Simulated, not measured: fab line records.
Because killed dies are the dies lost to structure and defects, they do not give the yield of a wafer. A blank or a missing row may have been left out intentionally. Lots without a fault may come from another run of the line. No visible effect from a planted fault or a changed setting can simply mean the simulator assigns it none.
Chamber matching | flow n5 finfet | N5_BEOL_M2_ALD_84 on ald metal-03 has 4 sister chambers
The step deposits TaN, pulse time 2 s, purge time 3 s, co reactant purge time 2 s. 4 wafers are shown with their chamber, then 9 later ones without.

== EACH WAFER AND ITS CHAMBER ==
wafer  | chamber | heater power w (W)
L086.4 | 2       | 496
L091.1 | 0       | 378
L091.4 | 3       | 482
L091.6 | 1       | 422

== WAFERS MISSING THEIR CHAMBER ==
wafer  | heater power w (W)
L093.1 | 376
L093.3 | 474
L093.5 | 416
L094.3 | 480
L094.5 | 414
L094.6 | 471
L096.3 | 407
L096.4 | 386
L096.5 | 410

== WHICH CHAMBER EACH ONE RAN IN ==
wafer  | from the rows above     | in truth
L093.1 | 0                       | 0
L093.3 | can't be placed: 3 or 2 | 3
L093.5 | 1                       | 1
L094.3 | can't be placed: 3 or 2 | 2
L094.5 | 1                       | 1
L094.6 | can't be placed: 3 or 2 | 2
L096.3 | can't be placed: 1 or 0 | 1
L096.4 | 0                       | 0
L096.5 | 1                       | 1
Correct placement for 5 of the 9. Can't be placed from these rows: 4 (the true chamber is among the candidates in 4). 0 placed wrongly.
How it was worked out, from the rows above alone: a wafer's distance from a chamber is the root of the sum, over the readings, of the square of ((its reading less the chamber's mean) divided by the reading's scatter). If the next closest chamber is less than 2 further off than the closest, the wafer can't be placed; otherwise it belongs to the closest. A chamber's mean is the mean of its shown wafers. The scatter: root of mean squared gap, hidden wafer to nearest shown wafer, with one shown wafer a chamber.
